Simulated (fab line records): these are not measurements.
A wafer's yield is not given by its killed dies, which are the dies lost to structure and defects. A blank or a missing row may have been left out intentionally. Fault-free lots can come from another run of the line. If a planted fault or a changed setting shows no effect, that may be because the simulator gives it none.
Matching of chambers	flow n5Finfet	N5_BEOL_M14_ETCH_68 on rieDiel-06: 4 sister chambers
The step etches SOC in N2/H2, time 450 s. 8 wafers are shown with their chamber, then 12 later ones without.

## WAFERS, EACH WITH ITS CHAMBER
wafer	chamber	drypumpMotorCurrentA (A)	showerheadPlenumPTorr (Torr)
L082.3	3	5.1	2.48
L082.4	0	6.5	2.50
L083.2	3	5.1	2.48
L083.4	1	5.6	2.30
L083.5	2	5.6	2.56
L086.1	1	5.6	2.29
L086.3	2	5.6	2.55
L086.4	0	6.4	2.49

## WAFERS WHOSE CHAMBER IS MISSING
wafer	drypumpMotorCurrentA (A)	showerheadPlenumPTorr (Torr)
L091.2	5.6	2.29
L091.3	5.1	2.47
L091.5	5.6	2.55
L088.3	5.6	2.29
L088.5	5.6	2.29
L088.6	6.5	2.49
L093.3	5.1	2.47
L093.4	5.6	2.29
L093.5	5.1	2.47
L095.1	6.4	2.49
L095.3	5.6	2.70
L095.4	5.6	2.54

## CHAMBER TAKEN BY EACH
wafer	from the rows above	in truth
L091.2	1	1
L091.3	3	3
L091.5	2	2
L088.3	1	1
L088.5	1	1
L088.6	0	0
L093.3	3	3
L093.4	1	1
L093.5	3	3
L095.1	0	0
L095.3	2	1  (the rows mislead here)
L095.4	2	2
Correct placement for 11 of the 12. From these rows, 0 cannot be placed. 1 placed wrongly.
How it was worked out, from the rows above alone: a wafer's distance from a chamber is the root of the sum, over the readings, of the square of ((its reading less the chamber's mean) divided by the reading's scatter). If the next closest chamber is less than 2 further off than the closest, the wafer can't be placed; otherwise it belongs to the closest. The mean given for a chamber averages the wafers shown for that chamber. How the scatter is found: for the shown wafers, subtract from each reading the mean of its chamber, square and add these, divide the total by (wafers less chambers), then take the root.
